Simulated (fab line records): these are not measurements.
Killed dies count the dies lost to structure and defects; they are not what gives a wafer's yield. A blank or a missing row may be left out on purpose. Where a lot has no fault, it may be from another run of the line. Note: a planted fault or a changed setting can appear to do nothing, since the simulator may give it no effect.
fab line records	flow nandHarc
record: lots: 6	wafers: 18	lastDay: 24
route steps=1159 shown P_M0@261 P_M1@285 END@1159
lots with no fault: from the same line, run without faults
startH: hours from the record's first day to the start of the lot's first wafer shown	waitH: hours from the lot's prior step to this one	" unchanged from the row above	L1.1+2: a row that stands for several wafers	- no value, or no start was given	* or withheld: withheld	< > ~ a bound
route shown NAME@n: NAME is a module with steps in the file, n the number in the route of the first one	usual: mean/standard deviation of fault-free wafers	same: alike in all rows	chamber/n: place in a boat	sites: per-site readings	_std_site: standard deviation of those values	_edge_site: inner sites' mean taken away from outer sites' mean	radiusMm: how far each site lies from the wafer's centre	mask NAME#n: copy n	behind: the last tool/chamber to shape the wafer	hold: cause of the lot's hold/its duration in hours/its outcome	device: transistor that didn't switch, given as n, p or np	end of line: tests of these same wafers at the route's end	a step without rows: its recipe alone	killed: the dies lost at the first sort to structure and to defects; this is not the yield of the wafer	map: per-die view of a wafer (x killed, . not killed, _ where there is no die)
set.NAME: the run value of the setting; set.NAME@STEP: its run value at that earlier step	model.NAME: the simulator's own value behind a step, which no gauge read
a table for each step, a row for each wafer; lots at some steps of the route
services: the hour from which a tool's chamber was out of use, counted from the record's first day as startH (under 0 if before that day), plus the number of hours and why
== steps ==
step: NHARC_P_M0_PEB_07
recipe: pebTempC: 100	pebTimeS: 65
step: NHARC_P_M0_DEVELOP_08
recipe: developTimeS: 35	devTempC: 23
step: NHARC_P_M0_CD_MEAS_09
recipe: targetCdNm: 90	landingEnergyEv: 500
usual: cdNm: 90.1/0.61
lot.wafer	tool	chamber	startH	waitH	cdNm
L131.2	cdSem-03	0	137.40	-	90.2
L131.3	"	0	"	"	90.4
L131.4	"	0	"	"	90.1
L132.3	cdSem-03	0	143.04	-	90.3
L132.5	"	0	"	"	89.4
L132.6	"	0	"	"	90.0
L136.1	cdSem-03	0	172.46	-	90.8
L136.4	"	0	"	"	89.9
L136.5	"	0	"	"	90.8
L147.2	cdSem-03	0	232.62	-	90.2
L147.5	"	0	"	"	89.5
L147.6	"	0	"	"	90.6
L149.3	cdSem-01	0	250.91	-	89.7
L149.5	"	0	"	"	89.8
L149.6	"	0	"	"	90.6
L150.1	cdSem-03	0	251.48	-	91.7
L150.2	"	0	"	"	90.9
L150.5	"	0	"	"	91.2
step: NHARC_P_M0_OVL_MEAS_10
recipe: pitchNm: 180
usual: overlayXNm: 0.1/0.72	overlayYNm: -0.1/0.61
lot.wafer	tool	chamber	startH	waitH	overlayXNm	overlayYNm
L131.2	overlay-02	-	137.48	-	0.4	-0.8
L131.3	"	-	"	"	0.3	-1.2
L131.4	"	-	"	"	0.2	-1.1
L132.3	overlay-02	-	143.12	-	-0.2	-1.0
L132.5	"	-	"	"	0.0	-0.4
L132.6	"	-	"	"	0.5	-0.4
L136.1	overlay-01	-	172.55	-	-0.6	-0.7
L136.4	"	-	"	"	-0.5	-0.8
L136.5	"	-	"	"	-0.6	-1.0
L147.2	overlay-01	-	232.71	-	-0.1	0.2
L147.5	"	-	"	"	-0.4	0.7
L147.6	"	-	"	"	-0.4	0.5
L149.3	overlay-02	-	250.99	-	0.1	-0.3
L149.5	"	-	"	"	-0.3	-0.8
L149.6	"	-	"	"	0.1	-0.1
L150.1	overlay-02	-	251.56	-	0.0	-0.5
L150.2	"	-	"	"	-0.6	-0.6
L150.5	"	-	"	"	0.3	0.2
step: NHARC_P_M0_INSPECT_11
usual: rawDefectCount: 3.5/2
lot.wafer	tool	chamber	startH	waitH	rawDefectCount
L131.2	defectInspect-02	-	137.52	0.0	1
L131.3	"	-	"	"	4
L131.4	"	-	"	"	3
L132.3	defectInspect-01	-	143.16	0.0	2
L132.5	"	-	"	"	2
L132.6	"	-	"	"	0
L136.1	defectInspect-02	-	172.59	0.0	6
L136.4	"	-	"	"	0
L136.5	"	-	"	"	3
L147.2	defectInspect-01	-	232.75	0.0	3
L147.5	"	-	"	"	5
L147.6	"	-	"	"	3
L149.3	defectInspect-01	-	251.03	0.0	3
L149.5	"	-	"	"	5
L149.6	"	-	"	"	1
L150.1	defectInspect-02	-	251.60	0.0	4
L150.2	"	-	"	"	8
L150.5	"	-	"	"	4
step: NHARC_P_M0_DESCUM_14
recipe: timeS: 3	o2FlowSccm: 200	arFlowSccm: 0	biasPowerW: 0	chemistry: O2
usual: drypumpMotorCurrentA: 5.6/0.44	oesProductAu: 1.002/0.0082	rfVppV: 57.7/0.93	showerheadPlenumPTorr: 1.91/0.073	throttleValvePct: 11.312/0.0085
lot.wafer	tool	chamber	startH	waitH	drypumpMotorCurrentA	oesProductAu	rfHoursCounterH	rfVppV	showerheadPlenumPTorr	throttleValvePct
L131.4	rieDiel-12	3	137.58	0.1	5.1	0.992	10	57.5	1.80	11.317
L131.3	"	0	"	"	6.0	0.993	10	57.5	1.80	11.311
L131.2	"	1	"	"	4.8	1.004	9	57.2	1.90	11.305
L132.3	rieDiel-03	3	143.22	0.1	5.5	1.004	6	58.8	1.94	11.301
L132.6	"	2	"	"	5.4	0.998	-	56.6	2.03	11.320
L132.5	"	3	"	"	5.4	0.996	-	57.7	1.94	11.301
L136.1	rieDiel-03	1	172.67	0.1	5.7	1.018	7	59.0	1.93	11.312
L136.4	"	0	"	"	6.1	1.004	-	57.0	1.97	11.331
L136.5	"	1	"	"	5.8	1.001	-	58.0	1.93	11.317
L147.2	rieDiel-12	2	232.82	0.1	6.5	1.001	0	57.6	1.78	11.310
L147.5	"	1	"	"	4.8	0.999	-	56.6	1.90	11.319
L147.6	"	2	"	"	6.6	0.991	-	56.5	1.78	11.311
L149.3	rieDiel-05	1	251.09	0.1	5.2	1.015	7	57.7	1.87	11.314
L149.6	"	1	"	"	5.2	1.020	-	57.4	1.87	11.314
L149.5	"	2	"	"	5.3	1.016	-	57.8	1.92	11.312
L150.1	rieDiel-05	1	251.67	0.1	5.2	1.009	7	57.2	1.87	11.321
L150.2	"	2	"	"	5.3	1.006	6	56.6	1.92	11.327
L150.5	"	0	"	"	5.0	0.998	-	55.9	1.87	11.307
step: NHARC_P_M0_ETCH_34
recipe: targetDepthA: 400	overetchA: 120	timeS: 43.94	ionEnergyEv: 200	n2FlowSccm: 150	h2FlowSccm: 150	arFlowSccm: 0	rfW: 400	biasW: 150	chemistry: N2/H2
step: NHARC_P_M0_ETCH_15
recipe: targetDepthA: 1500	overetchA: 150	timeS: 82.5	c4f8FlowSccm: withheld	arFlowSccm: 400	rfW: 600	biasW: 300	chemistry: C4F8/Ar
usual: oesProductAu: 0.964/0.014	rfVppV: 440.9/2.4
lot.wafer	tool	chamber	startH	waitH	oesProductAu	rfHoursCounterH	rfVppV
L131.2	rieDiel-12	0	-	-	0.945	10	438.6
L131.4	"	1	"	"	0.967	10	439.4
L131.3	"	2	"	"	0.979	9	436.8
L132.3	rieDiel-03	3	-	-	0.959	6	440.3
L132.6	"	2	"	"	0.960	-	443.6
L132.5	"	3	"	"	0.966	-	442.4
L136.1	rieDiel-03	3	-	-	0.950	8	440.9
L136.5	"	3	"	"	0.951	-	442.0
L136.4	"	0	"	"	0.954	-	442.2
L147.2	rieDiel-12	2	-	-	0.949	0	436.0
L147.6	"	1	"	"	0.957	-	441.2
L147.5	"	2	"	"	0.948	-	437.2
L149.3	rieDiel-05	3	-	-	0.981	5	438.9
L149.6	"	0	"	"	0.986	-	440.0
L149.5	"	1	"	"	0.977	-	439.7
L150.2	rieDiel-05	0	-	-	0.957	6	439.0
L150.1	"	1	"	"	0.968	7	441.1
L150.5	"	2	"	"	0.985	-	442.3
step: NHARC_P_M0_CD_MEAS_16
usual: cdNm: 89.9/0.74
lot.wafer	tool	chamber	startH	waitH	cdNm
L131.2	cdSem-02	-	137.88	-	91.1
L131.3	"	-	"	"	90.3
L131.4	"	-	"	"	89.6
L132.3	cdSem-03	-	143.52	-	90.5
L132.5	"	-	"	"	88.9
L132.6	"	-	"	"	90.7
L136.1	cdSem-01	-	172.99	-	90.7
L136.4	"	-	"	"	90.2
L136.5	"	-	"	"	90.8
L147.2	cdSem-03	-	233.11	-	91.1
L147.5	"	-	"	"	89.4
L147.6	"	-	"	"	90.7
L149.3	cdSem-01	-	251.39	-	89.0
L149.5	"	-	"	"	89.9
L149.6	"	-	"	"	90.7
L150.1	cdSem-02	-	251.96	-	91.0
L150.2	"	-	"	"	89.7
L150.5	"	-	"	"	90.6
step: NHARC_P_M0_STRIP_18
recipe: powerW: 1000	n2FlowSccm: 150	h2FlowSccm: 150	arFlowSccm: 0	biasW: 0	chemistry: N2/H2
usual: drypumpMotorCurrentA: 5.5/0.54	oesProductAu: 0.999/0.01	rfVppV: 90.3/0.94	showerheadPlenumPTorr: 1.99/0.074	throttleValvePct: 14.171/0.0093
lot.wafer	tool	chamber	startH	waitH	drypumpMotorCurrentA	oesProductAu	rfHoursCounterH	rfVppV	showerheadPlenumPTorr	throttleValvePct
L131.4	rieDiel-12	2	137.95	0.1	6.5	0.997	9	89.2	1.90	14.176
L131.2	"	3	"	"	5.1	0.988	10	89.1	1.91	14.169
L131.3	"	0	"	"	5.9	0.990	10	90.5	1.92	14.189
L132.3	rieDiel-12	3	143.62	0.1	5.1	0.998	11	90.7	1.91	14.168
L132.6	"	2	"	"	6.5	0.993	-	90.2	1.90	14.165
L132.5	"	3	"	"	5.1	0.989	-	89.2	1.91	14.185
L136.4	rieDiel-05	0	173.06	0.1	5.0	1.005	0	89.8	2.00	14.158
L136.1	"	2	"	"	5.3	1.014	0	90.5	2.05	14.179
L136.5	"	1	"	"	5.2	1.022	-	89.8	1.99	14.159
L147.2	rieDiel-03	1	233.21	0.1	5.7	1.015	0	91.8	2.06	14.154
L147.5	"	0	"	"	6.1	0.995	-	91.3	2.10	14.168
L147.6	"	1	"	"	5.7	0.997	-	90.0	2.06	14.156
L149.3	rieDiel-12	1	251.46	0.1	4.8	0.999	4	90.3	2.03	14.167
L149.6	"	1	"	"	4.8	1.000	-	90.2	2.03	14.181
L149.5	"	2	"	"	6.5	0.993	-	89.9	1.90	14.170
L150.2	rieDiel-12	1	252.09	0.1	4.8	1.000	4	91.4	2.03	14.187
L150.1	"	2	"	"	6.6	0.984	3	88.4	1.90	14.170
L150.5	"	0	"	"	6.0	1.010	-	90.8	1.92	14.183
step: NHARC_P_M0_STRIP_19
recipe: timeS: 600	tempC: 30	chemistry: postEtchResidueRemover
step: NHARC_P_M0_DEGAS_28
recipe: tempC: 250	timeS: 60
step: NHARC_P_M0_PRE_CLEAN_29
recipe: timeS: 30	tempC: 280	gas: H2/He
usual: heaterPowerW: 412/56
lot.wafer	tool	chamber	startH	waitH	heaterPowerW
L131.3	pvdSputter-03	-	138.55	-	311
L131.2	"	-	"	"	424
L131.4	"	-	"	"	475
L132.3	pvdSputter-03	-	144.25	-	421
L132.6	"	-	"	"	452
L132.5	"	-	"	"	316
L136.4	pvdSputter-02	-	173.66	-	363
L136.1	"	-	"	"	352
L136.5	"	-	"	"	436
L147.2	pvdSputter-02	-	233.80	-	449
L147.5	"	-	"	"	355
L147.6	"	-	"	"	355
L149.3	pvdSputter-02	-	252.19	-	446
L149.6	"	-	"	"	355
L149.5	"	-	"	"	344
L150.2	pvdSputter-03	-	252.63	-	466
L150.1	"	-	"	"	426
L150.5	"	-	"	"	476
step: NHARC_P_M0_PVD_20
recipe: targetThkA: 50	biasV: 168.6	powerW: 15000	chamberPressurePa: 0.12	timeS: 8.06	substrateTempC: 50	material: TaN
step: NHARC_P_M0_PVD_21
recipe: targetThkA: 300	chamberPressurePa: 5	powerW: 5000	substrateTempC: 30	timeS: 20.49	material: Cu
step: NHARC_P_M0_ECD_22
recipe: targetThkA: 4000	bathTempC: 25	material: Cu
step: NHARC_P_M0_ANNEAL_30
recipe: tempC: 225	timeS: 90
step: NHARC_P_M0_CMP_23
recipe: tOverpolishS: 20	targetThkNm: 117.53
usual: motorCurrentA: 12.3/1.3	timeToEndpointS: 30.2/3
lot.wafer	tool	chamber	startH	waitH	motorCurrentA	timeToEndpointS
L131.2	cmp-02	1	139.85	-	12.8	27.7
L131.3	"	2	"	"	9.9	30.7
L131.4	"	3	"	"	13.0	29.8
L132.3	cmp-01	1	145.41	-	12.0	34.1
L132.6	"	1	"	"	10.5	34.8
L132.5	"	2	"	"	12.0	31.1
L136.1	cmp-03	3	174.72	-	11.2	28.1
L136.4	"	1	"	"	12.6	23.5
L136.5	"	2	"	"	13.3	30.2
L147.2	cmp-02	2	234.90	-	9.6	29.9
L147.5	"	2	"	"	10.5	28.8
L147.6	"	3	"	"	13.5	26.7
L149.3	cmp-02	3	253.23	-	13.6	31.1
L149.5	"	2	"	"	9.7	30.6
L149.6	"	3	"	"	14.2	31.5
L150.2	cmp-01	1	253.68	-	12.3	32.6
L150.1	"	3	"	"	13.7	33.6
L150.5	"	0	"	"	14.4	31.7
step: NHARC_P_M0_THK_MEAS_24
recipe: thkMeasGauge: xrf
usual: thkNm: 118.1/1.5
lot.wafer	tool	chamber	startH	waitH	thkNm
L131.2	filmMetro-02	-	140.17	-	115.7
L131.3	"	-	"	"	118.8
L131.4	"	-	"	"	117.0
L132.3	filmMetro-01	-	145.72	-	117.5
L132.5	"	-	"	"	119.1
L132.6	"	-	"	"	117.1
L136.1	filmMetro-01	-	175.01	-	118.3
L136.4	"	-	"	"	114.1
L136.5	"	-	"	"	120.5
L147.2	filmMetro-02	-	235.22	-	117.5
L147.5	"	-	"	"	118.2
L147.6	"	-	"	"	117.6
L149.3	filmMetro-01	-	253.52	-	119.5
L149.5	"	-	"	"	120.8
L149.6	"	-	"	"	118.1
L150.1	filmMetro-02	-	253.97	-	119.8
L150.2	"	-	"	"	117.9
L150.5	"	-	"	"	118.5
step: NHARC_P_M0_SRD_25
step: NHARC_P_M0_PRE_CLEAN_31
recipe: timeS: 12	tempC: 370	rfPowerW: 300	gas: NH3
step: NHARC_P_M0_DEP_32
recipe: targetThkA: 300	tempC: 370	targetThkNm: 30	pressureTorr: 3	flowSccm: 200	rfW: 450	material: SiCN
usual: heaterPowerW: 569/84
lot.wafer	tool	chamber	startH	waitH	heaterPowerW	sinceWetCleanH
L131.3	pecvd-01	0	140.47	0.1	584	71
L131.2	"	1	"	"	447	71
L131.4	"	2	"	"	578	-
L132.3	pecvd-02	2	146.11	0.1	601	161
L132.6	"	1	"	"	572	-
L132.5	"	2	"	"	605	-
L136.1	pecvd-01	1	175.31	0.1	446	106
L136.4	"	1	"	"	448	-
L136.5	"	0	"	"	646	-
L147.2	pecvd-04	0	235.56	0.1	579	28
L147.6	"	0	"	"	578	-
L147.5	"	2	"	"	546	-
L149.3	pecvd-04	2	253.82	0.1	555	46
L149.6	"	2	"	"	539	-
L149.5	"	0	"	"	535	-
L150.1	pecvd-04	0	254.27	0.1	532	46
L150.2	"	2	"	"	560	46
L150.5	"	2	"	"	556	-
step: NHARC_P_M1_DEP_00
recipe: targetThkA: 1825	targetThkNm: 182.5	tempC: withheld	pressureTorr: 5	flowSccm: 200	rfW: 600	material: SiOC
step: NHARC_P_M1_DEHYDRATE_01
recipe: tempC: 150	timeS: 120
step: NHARC_P_M1_HMDS_02
recipe: timeS: 30
step: NHARC_P_M1_COAT_34
recipe: tempC: 200	timeS: 65
step: NHARC_P_M1_COAT_03
recipe: spinRpm: 1500	resistThkNm: 90
step: NHARC_P_M1_SOFTBAKE_04
recipe: tempC: 105	timeS: 55
step: NHARC_P_M1_EBR_05
step: NHARC_P_M1_EXPOSE_06
recipe: na: 1.35	targetCdNm: 130	doseMj: 81.88	maskId: P_M1
step: NHARC_P_M1_PEB_07
recipe: pebTempC: 100	pebTimeS: 65
step: NHARC_P_M1_DEVELOP_08
recipe: developTimeS: 35	devTempC: 23
step: NHARC_P_M1_CD_MEAS_09
recipe: targetCdNm: 130	landingEnergyEv: 500
usual: cdNm: 130.4/0.63
lot.wafer	tool	chamber	startH	waitH	cdNm
L131.2	cdSem-01	0	141.65	-	130.7
L131.3	"	0	"	"	130.1
L131.4	"	0	"	"	130.8
L132.3	cdSem-02	0	147.26	-	131.3
L132.5	"	0	"	"	130.9
L132.6	"	0	"	"	130.5
L136.1	cdSem-01	0	176.55	-	130.3
L136.4	"	0	"	"	130.5
L136.5	"	0	"	"	130.5
L147.2	cdSem-02	0	236.72	-	131.0
L147.5	"	0	"	"	130.4
L147.6	"	0	"	"	129.9
L149.3	cdSem-02	0	255.08	-	129.8
L149.5	"	0	"	"	129.2
L149.6	"	0	"	"	130.5
L150.1	cdSem-01	0	255.55	-	131.2
L150.2	"	0	"	"	131.6
L150.5	"	0	"	"	131.6
step: NHARC_P_M1_OVL_MEAS_10
recipe: pitchNm: 260
usual: overlayXNm: -0.1/0.81	overlayYNm: 0.1/0.76
lot.wafer	tool	chamber	startH	waitH	overlayXNm	overlayYNm
L131.2	overlay-01	-	141.74	-	0.7	0.4
L131.3	"	-	"	"	0.8	0.6
L131.4	"	-	"	"	1.1	-0.1
L132.3	overlay-02	-	147.34	-	1.9	0.2
L132.5	"	-	"	"	2.2	-0.2
L132.6	"	-	"	"	2.0	0.7
L136.1	overlay-02	-	176.64	-	0.2	-0.4
L136.4	"	-	"	"	-0.2	-0.3
L136.5	"	-	"	"	0.3	-0.7
L147.2	overlay-02	-	236.81	-	-0.3	1.2
L147.5	"	-	"	"	-1.1	1.1
L147.6	"	-	"	"	-0.2	0.8
L149.3	overlay-01	-	255.16	-	-0.1	0.7
L149.5	"	-	"	"	-0.1	0.0
L149.6	"	-	"	"	-0.6	0.1
L150.1	overlay-02	-	255.64	-	-0.7	0.3
L150.2	"	-	"	"	-0.6	0.6
L150.5	"	-	"	"	-0.3	0.3
step: NHARC_END_SORT_01
recipe: tempC: 25
usual: defectLimitedYield: 95.2/1.6	killedAtArray: 29/10	killedAtOther: 0.7/1.1	killedAtPeriphery: 3.2/2.2	killedDies: 33/11	killedOpen: 3.5/1.8	killedShort: 2.0/1.4	sort_bin_2_pct: 1.5/0.61	sort_bin_3_pct: 0.29/0.22	sort_bin_4_pct: 3.1/1.1	sortNPass: 644/11	sortRimYieldPct: 95/3.3	sortYieldPct: 95.2/1.6
same: grossDies: 677	sort_bin_5_pct[%]: 0	sort_bin_6_pct[%]: 0	sort_bin_7_pct[%]: 0	sort_bin_8_pct[%]: 0	sortRimNGross: 106.00
lot.wafer	tool	chamber	startH	waitH	defectLimitedYield[%]	killedAtArray	killedAtOther	killedAtPeriphery	killedDies	killedOpen	killedShort	sort_bin_2_pct[%]	sort_bin_3_pct[%]	sort_bin_4_pct[%]	sortNPass	sortRimYieldPct[%]	sortYieldPct[%]
L147.2	prober-02	0	567.29	2.8	93.9	28	0	13	41	5	1	1.2	0.30	4.6	636	89	93.9
L147.5	prober-02	0	569.66	3.7	92.5	39	0	12	51	5	2	2.2	0.74	4.6	626	99	92.5
L147.6	prober-02	0	570.45	4.0	95.6	24	1	5	30	2	0	1.8	0.15	2.5	647	90	95.6
L149.3	prober-02	0	575.83	3.1	91.4	52	0	6	58	2	2	2.7	0.44	5.5	619	94	91.4
L149.5	prober-02	0	577.43	3.7	92.8	41	2	6	49	4	1	2.5	0.15	4.6	628	95	92.8
L149.6	prober-02	0	578.23	4.0	93.1	34	3	10	47	2	3	2.5	0.89	3.5	630	89	93.1
killed by level:class
L147.2 A_SLIT:chamberFilmFlake=13 A_CHANNEL_HOLE_D1:chamberFilmFlake=9 P_M0:unspecified=6 A_CONTACT:geometricParticle:open=2 P_GATE:chamberFilmFlake=2 P_CONTACT:geometricParticle:open=1 P_M0:geometricParticle:short=1 P_M1:geometricParticle:open=1
L147.5 A_SLIT:chamberFilmFlake=16 A_CHANNEL_HOLE_D1:chamberFilmFlake=12 P_M0:unspecified=8 A_ZERO_WELL:chamberFilmFlake=4 A_M0:geometricParticle:open=2 P_M0:geometricParticle:open=1 P_M1:geometricParticle:open=1 A_ONON_D1:geometricParticle:short=1
L147.6 A_SLIT:chamberFilmFlake=10 A_CHANNEL_HOLE_D1:chamberFilmFlake=8 P_M0:unspecified=5 A_STAIRCASE:chamberFilmFlake=2 A_WL_FILL:geometricParticle:open=1 A_BLC:geometricParticle:open=1 A_ZERO_WELL:chamberFilmFlake=1 A_CONTACT:chamberFilmFlake=1
L149.3 A_SLIT:chamberFilmFlake=20 A_SGD_CUT:chamberFilmFlake=8 A_CONTACT:chamberFilmFlake=8 P_M0:unspecified=5 A_CHANNEL_HOLE_D1:chamberFilmFlake=5 A_ZERO_WELL:chamberFilmFlake=3 A_STAIRCASE:chamberFilmFlake=3 A_WL_FILL:chamberFilmFlake=2
L149.5 A_SLIT:chamberFilmFlake=22 P_M0:unspecified=6 A_CHANNEL_HOLE_D1:chamberFilmFlake=4 A_CONTACT:chamberFilmFlake=3 A_ONON_D1:geometricParticle:open=2 A_CHANNEL_FILL_D1:chamberFilmFlake=2 A_SGD_CUT:chamberFilmFlake=2 THIN_TSV:chamberFilmFlake=2
L149.6 A_SLIT:chamberFilmFlake=13 P_M0:unspecified=9 A_CHANNEL_HOLE_D1:chamberFilmFlake=8 A_SGD_CUT:chamberFilmFlake=4 A_CONTACT:chamberFilmFlake=4 THIN_TSV:chamberFilmFlake=2 P_M1:geometricParticle:short=1 A_ONON_D1:geometricParticle:short=1
== services ==
tool	chamber	startH	hours	kind
cmp-01	-	124.71	0.6	repair
cmp-02	-	128.50	4.0	pm
rieDiel-12	0	132.45	-	clean
rieDiel-12	1	132.45	-	clean
rieDiel-12	0	142.69	1.5	repair
rieDiel-12	1	151.24	1.4	repair
pecvd-02	-	153.20	13.0	pm
cmp-03	-	156.00	4.0	pm
rieDiel-05	-	158.67	1.0	repair
rieDiel-05	-	163.60	9.0	pm
rieDiel-03	2	171.77	5.3	repair
pecvd-04	2	177.51	5.0	repair
cmp-01	-	179.50	4.0	pm
rieDiel-05	0	189.94	8.1	repair
pecvd-04	-	195.00	13.0	pm
cmp-03	-	196.78	2.9	repair
rieDiel-12	-	202.40	9.0	pm
rieDiel-05	1	202.65	3.3	repair
pvdSputter-02	-	214.02	10.0	pm
rieDiel-03	-	215.30	9.0	pm
cmp-02	-	226.56	4.0	pm
pecvd-01	-	237.40	13.0	pm
pecvd-04	-	244.85	1.2	repair
cmp-03	-	254.00	4.0	pm
== key ==
firstSign: step: NHARC_END_SORT_01	reading: killedAtPeriphery	direction: up	sigmas: 2.4	usual: 3.2	struck: 8.7
effect none on later readings
metAt NHARC_P_M0_PRE_CLEAN_29
struckWafers L147.2,L147.5,L147.6,L149.3,L149.5,L149.6
onsetBetween 173.66 233.80
alsoFits NHARC_P_M0_CMP_23:cmp-02
fault: kind: chamberParticleSource	tool: pvdSputter-02	chamber: -	onsetH: 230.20	steps: NHARC_P_M0_PRE_CLEAN_29	ratePerVisitCm2: 0.01056	endH: 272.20
